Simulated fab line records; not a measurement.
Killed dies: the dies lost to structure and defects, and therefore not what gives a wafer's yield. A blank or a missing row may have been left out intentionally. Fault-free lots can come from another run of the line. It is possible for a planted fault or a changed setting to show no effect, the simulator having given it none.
Struck lot and sound lot, side by side    flow n5-finfet    16 steps out of a route of 1938
Sound: wafers L201.1, L201.4, L201.6. Struck: wafers L211.2, L211.3 (left out: L211.4, a lot-mate that was not struck); the cause follows at the end.
At each step with rows: each side's tool, then ch and its chambers, then its first start. Under that, the readings that differ: sound wafers    struck wafers    difference of the means    sigmas: that difference in standard deviations of wafers without a fault.
alike: readings whose means differ by less than 2 such deviations, and words and numbers that are the same on both sides. not compared: withheld readings, readings that some wafer has no value for, bounds like >300 that may hide the same value, and numbers for which the record gives no deviation and whose values overlap.
A row with sigmas, a row that says differs or no value, or rows on one side alone: a step with any of these is where the two part. Non-overlapping numbers with no deviation appear without sigmas and do not part them. A reading missing from all wafers of one side parts the sides only when that side holds two or more wafers.

first, 9 steps without rows for these wafers: N5_BEOL_M8_COAT_63 (time 60 s, resist thk 60 nm); N5_BEOL_M8_COAT_64 (time 60 s, resist thk 12 nm); N5_BEOL_M8_COAT_71 (time 60 s, resist thk 5 nm); N5_BEOL_M8_COAT_22 (resist thk 30 nm); N5_BEOL_M8_EBR_24; N5_BEOL_M8_SOFTBAKE_23 (time 60 s); N5_BEOL_M8_EXPOSE_25 (exposes mask V7, target cd 40 nm); N5_BEOL_M8_PEB_26 (peb time 60 s); N5_BEOL_M8_DEVELOP_27 (develop time 30 s).
N5_BEOL_M8_CD_MEAS_28 targets a cd of 40 nm.
  sound on cd-sem-02 ch 0, day 12 23:16; struck on cd-sem-03 ch 0, day 15 01:02
  alike: cd-nm
N5_BEOL_M8_OVL_MEAS_29:
  sound on overlay-02 ch 0, day 12 23:17; struck on overlay-02 ch 0, day 15 01:04
reading      sound           struck     difference  sigmas
V7_OVL (nm)  -0.7 -0.5 -0.5  -2.2 -1.9  -1.5        -2
N5_BEOL_M8_INSPECT_30: inspects for defects (brightfield).
  sound: defect-inspect-01 at day 12 23:21; struck: defect-inspect-02 at day 15 01:07
  alike: raw-defect-count
N5_BEOL_M8_DESCUM_33: chemistry O2, time 7 s.
  sound on rie-diel-06 ch 0,2, day 12 23:23; struck on rie-diel-06 ch 0,2, day 15 01:26
reading                                       sound         struck     difference  sigmas
model.CAR-EUV_of_BEOL_M8_COAT_22.thk-nm (nm)  26.2 26.2 26  26.6 26.6  +0.5        
  alike: drypump-motor-current-A, oes-product-au, rf-vpp-V, showerhead-plenum-p-Torr, throttle-valve-pct
  not compared: rf-hours-counter-h
N5_BEOL_M8_ETCH_72: etches underlayer in N2/H2, target depth 6.5 nm, time 5.2 s.
  sound on rie-diel-06 ch 0,2, day 12 23:25; struck on rie-diel-06 ch 0,2, day 15 01:28
  alike: drypump-motor-current-A, etch-rf-on-time-s, n2-flow-sccm, oes-product-au, rf-vpp-V, showerhead-plenum-p-Torr, throttle-valve-pct
  not compared: rf-hours-counter-h
N5_BEOL_M8_ETCH_65: etches SiARC in CF4, target depth 15.6 nm, time 26 s.
  sound on rie-diel-06 ch 0,2, day 12 23:26; struck on rie-diel-06 ch 0,2, day 15 01:29
reading                                       sound           struck     difference  sigmas
model.CAR-EUV_of_BEOL_M8_COAT_22.thk-nm (nm)  11.2 11.2 11.2  11.6 11.6  +0.4        
  alike: drypump-motor-current-A, etch-rf-on-time-s, oes-product-au, rf-vpp-V, showerhead-plenum-p-Torr, throttle-valve-pct
  not compared: rf-hours-counter-h
N5_BEOL_M8_ETCH_66: etches SOC in N2/H2, target depth 80 nm, overetch 16 nm, time 120 s.
  sound on rie-diel-06 ch 0,2, day 12 23:28; struck on rie-diel-06 ch 0,2, day 15 01:31
  alike: drypump-motor-current-A, n2-flow-sccm, oes-product-au, rf-vpp-V, showerhead-plenum-p-Torr, throttle-valve-pct
  not compared: rf-hours-counter-h

## WHERE THEY PART
N5_BEOL_M8_OVL_MEAS_29 only, going by this record. Later steps at which nothing parts them and some readings are alike: N5_BEOL_M8_INSPECT_30, N5_BEOL_M8_DESCUM_33, N5_BEOL_M8_ETCH_72, N5_BEOL_M8_ETCH_65, N5_BEOL_M8_ETCH_66.

WHY: what had been put in by the simulator
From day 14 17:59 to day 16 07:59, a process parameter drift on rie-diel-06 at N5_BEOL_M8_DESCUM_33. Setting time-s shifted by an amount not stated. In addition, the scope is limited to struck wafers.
